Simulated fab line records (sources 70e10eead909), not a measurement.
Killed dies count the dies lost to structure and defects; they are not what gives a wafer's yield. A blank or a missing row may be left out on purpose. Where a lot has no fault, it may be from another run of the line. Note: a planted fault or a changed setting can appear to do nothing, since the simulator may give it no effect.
fab line records	flow nand-harc
[record] lots = 6	wafers = 18	last-day = 33
route steps=1302 shown A_SOURCE_PLATE@416 A_ONON_D1@424 END@1302
lots with no fault: from the same line, run without faults
start-h: hours from the record's opening day to when the first of the lot's shown wafers began	wait-h: hours since the lot's step before	" as in the row above	L1.1+2: several wafers, shown together as one row	- no value, or no start was given	* or withheld: withheld	< > ~ a bound
route shown NAME@n: a module of which the file shows steps, and the number in the route of the first	usual: the fault-free wafers' mean and standard deviation	same: alike in all rows	chamber/n: place in a boat	sites: each site's reading	_std_site: the values' standard deviation	_edge_site: outer sites' mean less inner sites'	radius-mm: how far each site lies from the wafer's centre	mask NAME#n: copy n	behind: the most recent tool/chamber to have shaped the wafer	hold: what put the lot on hold/how long, in hours/how the hold closed	device: which transistor (n, p or np) failed to switch	end of line: tests run on the same wafers once the route is complete	where a step has no rows: the recipe by itself	killed: count of dies lost to structure and defects at first sort (not the wafer's yield)	map: the dies of a wafer, with x for killed, . for not killed, _ for no die there
set.NAME: setting as actually run; set.NAME@STEP: the setting as run at that earlier step	model.NAME: the simulator's own value behind a step, which no gauge read
a table for each step, a row for each wafer; lots at some steps of the route
services: a tool's chamber out of use, with start hour (start-h, from the record's first day; less than 0 if before it), hours out, and reason
[[steps]]
[step NHARC_A_SOURCE_PLATE_THK_MEAS_09]
[recipe] thk-meas-gauge = ellipsometry
[usual] thk-nm = 9.8/1
lot.wafer	tool	chamber	start-h	wait-h	thk-nm
L254.1	film-metro-01	-	253.14	0.4	9.7
L254.3	"	-	"	"	11.4
L254.4	"	-	"	"	9.5
L256.1	film-metro-01	-	275.07	0.4	11.1
L256.2	"	-	"	"	11.7
L256.4	"	-	"	"	8.1
L259.1	film-metro-01	-	305.14	0.4	7.6
L259.2	"	-	"	"	10.0
L259.5	"	-	"	"	10.3
L260.3	film-metro-01	-	314.69	0.4	9.9
L260.5	"	-	"	"	9.8
L260.6	"	-	"	"	7.4
L261.2	film-metro-01	-	323.20	0.4	10.6
L261.4	"	-	"	"	10.5
L261.6	"	-	"	"	7.2
L266.1	film-metro-01	-	374.60	0.4	10.6
L266.4	"	-	"	"	9.0
L266.6	"	-	"	"	10.1
[step NHARC_A_SOURCE_PLATE_PVD_04]
[recipe] target-thk-a = 500	material = WSi2
[step NHARC_A_SOURCE_PLATE_CVD_03]
[recipe] target-thk-a = 2000	temp-c = 620	pressure-mtorr = 200	time-s = 4000	material = poly-Si
[step NHARC_A_SOURCE_PLATE_ANNEAL_05]
[recipe] temp-c = 850	time-s = 1800
[step NHARC_A_SOURCE_PLATE_THK_MEAS_06]
[recipe] thk-meas-gauge = ellipsometry
[usual] thk-nm = 200.5/2.3
lot.wafer	tool	chamber	start-h	wait-h	thk-nm
L254.1	film-metro-01	-	265.85	0.4	197.4
L254.3	"	-	"	"	197.8
L254.4	"	-	"	"	196.2
L256.1	film-metro-02	-	287.57	0.4	199.8
L256.2	"	-	"	"	200.5
L256.4	"	-	"	"	201.4
L259.1	film-metro-02	-	318.22	0.4	199.1
L259.2	"	-	"	"	199.8
L259.5	"	-	"	"	198.9
L260.3	film-metro-02	-	327.29	0.4	195.5
L260.5	"	-	"	"	199.3
L260.6	"	-	"	"	202.2
L261.2	film-metro-01	-	336.04	0.4	202.7
L261.4	"	-	"	"	202.0
L261.6	"	-	"	"	203.6
L266.1	film-metro-02	-	389.65	0.4	198.8
L266.4	"	-	"	"	203.3
L266.6	"	-	"	"	200.7
[step NHARC_A_SOURCE_PLATE_INSPECT_08]
[usual] raw-defect-count = 54/22
lot.wafer	tool	chamber	start-h	wait-h	raw-defect-count
L254.1	defect-inspect-02	-	265.95	0.0	60
L254.3	"	-	"	"	60
L254.4	"	-	"	"	117
L256.1	defect-inspect-02	-	287.67	0.0	75
L256.2	"	-	"	"	64
L256.4	"	-	"	"	47
L259.1	defect-inspect-02	-	318.28	0.0	47
L259.2	"	-	"	"	48
L259.5	"	-	"	"	48
L260.3	defect-inspect-01	-	327.35	0.0	23
L260.5	"	-	"	"	36
L260.6	"	-	"	"	42
L261.2	defect-inspect-02	-	336.10	0.0	56
L261.4	"	-	"	"	69
L261.6	"	-	"	"	48
L266.1	defect-inspect-02	-	389.71	0.0	28
L266.4	"	-	"	"	54
L266.6	"	-	"	"	46
[step NHARC_A_ONON_D1_DEP_00]
[recipe] target-thk-a = 10000	n2-flow-sccm = 2750	n2o-flow-sccm = 2000	nh3-flow-sccm = 500	sih4-flow-sccm = 210	temp-c = 400
[step NHARC_A_ONON_D1_THK_MEAS_02]
[recipe] thk-meas-gauge = ellipsometry
[usual] thk-nm = 1000/9.4
lot.wafer	tool	chamber	start-h	wait-h	thk-nm
L254.1	film-metro-01	-	266.53	-	1009
L254.3	"	-	"	"	1008
L254.4	"	-	"	"	1010
L256.1	film-metro-02	-	288.26	-	1007
L256.2	"	-	"	"	1007
L256.4	"	-	"	"	1008
L259.1	film-metro-02	-	318.92	-	994
L259.2	"	-	"	"	992
L259.5	"	-	"	"	992
L260.3	film-metro-02	-	327.93	-	999
L260.5	"	-	"	"	1000
L260.6	"	-	"	"	1000
L261.2	film-metro-01	-	336.68	-	1022
L261.4	"	-	"	"	1023
L261.6	"	-	"	"	1022
L266.1	film-metro-01	-	390.29	-	1014
L266.4	"	-	"	"	1016
L266.6	"	-	"	"	1016
[step NHARC_A_ONON_D1_DEP_03]
[recipe] target-thk-a = 10000	n2-flow-sccm = 2750	n2o-flow-sccm = 2000	nh3-flow-sccm = 500	sih4-flow-sccm = 210	temp-c = 400
[step NHARC_A_ONON_D1_THK_MEAS_05]
[recipe] thk-meas-gauge = ellipsometry
[usual] thk-nm = 998/8.4
lot.wafer	tool	chamber	start-h	wait-h	thk-nm
L254.1	film-metro-01	-	267.10	-	1003
L254.3	"	-	"	"	1003
L254.4	"	-	"	"	1003
L256.1	film-metro-02	-	288.82	-	995
L256.2	"	-	"	"	995
L256.4	"	-	"	"	994
L259.1	film-metro-02	-	319.49	-	994
L259.2	"	-	"	"	994
L259.5	"	-	"	"	993
L260.3	film-metro-01	-	328.50	-	1000
L260.5	"	-	"	"	999
L260.6	"	-	"	"	999
L261.2	film-metro-02	-	337.24	-	1014
L261.4	"	-	"	"	1016
L261.6	"	-	"	"	1016
L266.1	film-metro-01	-	390.85	-	990
L266.4	"	-	"	"	990
L266.6	"	-	"	"	991
[step NHARC_A_ONON_D1_DEP_06]
[recipe] target-thk-a = 10000	n2-flow-sccm = 2750	n2o-flow-sccm = 2000	nh3-flow-sccm = 500	sih4-flow-sccm = 210	temp-c = 400
[usual] n2o-flow-sccm = 1999/5.9
lot.wafer	tool	chamber	start-h	wait-h	n2o-flow-sccm
L254.1	pecvd-onon-04	0	267.16	0.1	1999
L254.3	"	0	"	"	2002
L254.4	"	0	"	"	1999
L256.1	pecvd-onon-03	0	288.88	0.1	2003
L256.2	"	0	"	"	1996
L256.4	"	0	"	"	1993
L259.1	pecvd-onon-03	0	319.54	0.1	1999
L259.2	"	0	"	"	2003
L259.5	"	0	"	"	1994
L260.3	pecvd-onon-04	0	328.67	0.2	1998
L260.5	"	0	"	"	1994
L260.6	"	0	"	"	2002
L261.2	pecvd-onon-03	0	337.36	0.1	2000
L261.4	"	0	"	"	1993
L261.6	"	0	"	"	2007
L266.1	pecvd-onon-01	0	390.90	0.1	1988
L266.4	"	0	"	"	1991
L266.6	"	0	"	"	1998
[step NHARC_A_ONON_D1_THK_MEAS_08]
[recipe] thk-meas-gauge = ellipsometry
[usual] thk-nm = 997/11
lot.wafer	tool	chamber	start-h	wait-h	hold	thk-nm
L254.1	film-metro-02	-	267.67	-	-	995
L254.3	"	-	"	"	-	995
L254.4	"	-	"	"	-	994
L256.1	film-metro-02	-	289.39	-	-	984
L256.2	"	-	"	"	-	986
L256.4	"	-	"	"	-	985
L259.1	film-metro-02	-	320.05	-	await-dispo/0.2h/release	1535
L259.2	"	-	"	"	await-dispo/0.2h/release	1537
L259.5	"	-	"	"	await-dispo/0.2h/release	1534
L259.1	film-metro-02	-	320.23	0.2	-	1533
L259.2	"	-	"	"	-	1534
L259.5	"	-	"	"	-	1535
L260.3	film-metro-01	-	329.07	-	-	997
L260.5	"	-	"	"	-	998
L260.6	"	-	"	"	-	999
L261.2	film-metro-01	-	337.81	-	await-dispo/0.2h/release	1526
L261.4	"	-	"	"	await-dispo/0.2h/release	1527
L261.6	"	-	"	"	await-dispo/0.2h/release	1527
L261.2	film-metro-01	-	337.98	0.2	-	1527
L261.4	"	-	"	"	-	1527
L261.6	"	-	"	"	-	1528
L266.1	film-metro-01	-	391.41	-	-	993
L266.4	"	-	"	"	-	991
L266.6	"	-	"	"	-	991
[step NHARC_END_SORT_01]
[recipe] temp-c = 25
[usual] defect-limited-yield = 91/3	killed-at-array = 54/21	killed-at-other = 1.0/1.2	killed-at-periphery = 3.6/2.6	killed-dies = 58/20	killed-open = 3.3/1.9	killed-short = 2.6/1.5	sort_bin_2_pct = 3.1/1.4	sort_bin_3_pct = 0.6/0.37	sort_bin_4_pct = 4.9/1.6	sort-n-pass = 619/20	sort-rim-yield-pct = 91/4.3	sort-yield-pct = 91/3
[same] gross-dies = 677	sort_bin_5_pct[%] = 0	sort_bin_6_pct[%] = 0	sort_bin_7_pct[%] = 0	sort_bin_8_pct[%] = 0	sort-rim-n-gross = 106.00
lot.wafer	tool	chamber	start-h	wait-h	defect-limited-yield[%]	killed-at-array	killed-at-other	killed-at-periphery	killed-dies	killed-open	killed-short	sort_bin_2_pct[%]	sort_bin_3_pct[%]	sort_bin_4_pct[%]	sort-n-pass	sort-rim-yield-pct[%]	sort-yield-pct[%]
L254.1	prober-02	0	659.89	2.6	89	68	0	5	73	4	1	4.0	1.0	5.8	604	87	89
L254.3	prober-02	0	661.47	3.1	87	80	1	5	86	4	4	3.2	1.5	8.0	591	89	87
L254.4	prober-02	0	662.26	3.4	90	65	0	4	69	4	1	4.4	0.6	5.2	608	89	90
L256.1	prober-01	0	687.50	2.6	94	29	1	11	41	4	1	2.2	0	3.8	636	90	94
L256.2	prober-01	0	688.30	2.8	95	27	0	6	33	1	1	1.0	0.3	3.5	644	98	95
L256.4	prober-01	0	689.90	3.4	93	38	0	7	45	2	3	2.1	0.3	4.3	632	96	93
L260.3	prober-01	0	715.97	3.1	91	52	2	8	62	4	6	3.5	1.0	4.6	615	96	91
L260.5	prober-01	0	717.60	3.8	93	41	3	3	47	2	5	2.1	0.6	4.3	630	97	93
L260.6	prober-01	0	718.41	4.1	93	42	5	2	49	2	1	1.8	0.6	4.9	628	96	93
// killed by level:class
L254.1 A_CHANNEL_HOLE_D1:chamber-film-flake=24 A_SLIT:chamber-film-flake=17 A_STAIRCASE:chamber-film-flake=9 A_M1:chamber-film-flake=4 P_M2:chamber-film-flake=3 A_ZERO_WELL:chamber-film-flake=3 A_CONTACT:chamber-film-flake=3 A_SGD_CUT:chamber-film-flake=2
L254.3 A_SLIT:chamber-film-flake=31 A_CHANNEL_HOLE_D1:chamber-film-flake=27 A_STAIRCASE:chamber-film-flake=8 A_SGD_CUT:chamber-film-flake=3 A_WL_FILL:geometric-particle:open=2 A_CONTACT:chamber-film-flake=2 P_CONTACT:geometric-particle:short=1 A_CHANNEL_FILL_D1:geometric-particle:short=1
L254.4 A_CHANNEL_HOLE_D1:chamber-film-flake=31 A_SLIT:chamber-film-flake=15 A_STAIRCASE:chamber-film-flake=6 P_CONTACT:geometric-particle:open=2 A_ZERO_WELL:chamber-film-flake=2 A_CHANNEL_FILL_D1:chamber-film-flake=2 A_CHANNEL_FILL_D2:chamber-film-flake=2 A_CHANNEL_FILL_D1:geometric-particle:open=1
L256.1 A_CHANNEL_HOLE_D1:chamber-film-flake=8 P_GATE:chamber-film-flake=6 A_CONTACT:chamber-film-flake=6 A_CHANNEL_FILL_D2:chamber-film-flake=3 A_STAIRCASE:chamber-film-flake=3 A_SLIT:chamber-film-flake=3 A_M0:geometric-particle:open=2 P_M0:geometric-particle:open=1
L256.2 A_STAIRCASE:chamber-film-flake=9 A_CHANNEL_HOLE_D1:chamber-film-flake=6 A_SLIT:chamber-film-flake=5 P_GATE:chamber-film-flake=4 A_CONTACT:chamber-film-flake=3 P_M0:geometric-particle:open=1 A_ONON_D2:geometric-particle:short=1 P_ZERO_WELL:chamber-film-flake=1
L256.4 A_CHANNEL_HOLE_D1:chamber-film-flake=11 A_SLIT:chamber-film-flake=6 P_GATE:chamber-film-flake=5 A_CHANNEL_FILL_D2:chamber-film-flake=4 A_CONTACT:chamber-film-flake=4 A_ZERO_WELL:chamber-film-flake=3 A_CHANNEL_FILL_D1:chamber-film-flake=3 A_ONON_D1:geometric-particle:short=2
L260.3 A_CHANNEL_HOLE_D1:chamber-film-flake=33 P_ZERO_WELL:chamber-film-flake=4 A_BLC:chamber-film-flake=4 A_CONTACT:chamber-film-flake=3 A_WL_FILL:geometric-particle:short=2 P_M1:chamber-film-flake=2 A_SLIT:chamber-film-flake=2 THIN_TSV:chamber-film-flake=2
L260.5 A_CHANNEL_HOLE_D1:chamber-film-flake=24 A_SLIT:chamber-film-flake=6 A_CONTACT:chamber-film-flake=4 THIN_TSV:chamber-film-flake=3 P_GATE:geometric-particle:open=1 P_M0:geometric-particle:short=1 P_M2:geometric-particle:short=1 A_CHANNEL_FILL_D2:geometric-particle:short=1
L260.6 A_CHANNEL_HOLE_D1:chamber-film-flake=27 THIN_TSV:chamber-film-flake=5 A_SLIT:chamber-film-flake=3 A_CHANNEL_FILL_D1:chamber-film-flake=3 A_BLC:chamber-film-flake=3 A_CONTACT:chamber-film-flake=2 A_ONON_D1:geometric-particle:open=1 A_ONON_D2:geometric-particle:short=1
[[services]]
tool	chamber	start-h	hours	kind
pecvd-onon-01	-	269.27	13.0	pm
pecvd-onon-04	-	311.00	13.0	pm
[[key]]
[first-sign] step = NHARC_A_ONON_D1_THK_MEAS_08	reading = visit	direction = added
[effect] step = NHARC_A_ONON_D1_THK_MEAS_08	reading = thk-nm	direction = up	sigmas = 50	usual = 997	struck = 1531
met-at NHARC_A_ONON_D1_DEP_06
struck-wafers L259.1,L259.2,L259.5,L261.2,L261.4,L261.6
scrapped-behind NHARC_A_ONON_D1_THK_MEAS_08 L259.1,L259.2,L259.5,L261.2,L261.4,L261.6
onset-between 288.88 319.54
[fault] kind = process-parameter-drift	tool = pecvd-onon-03	chamber = 0	onset-h = 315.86	steps = NHARC_A_ONON_D1_DEP_06	channel = target-thk-a	offset = *	shape = step	end-h = 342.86	acts-in = *	stated = *
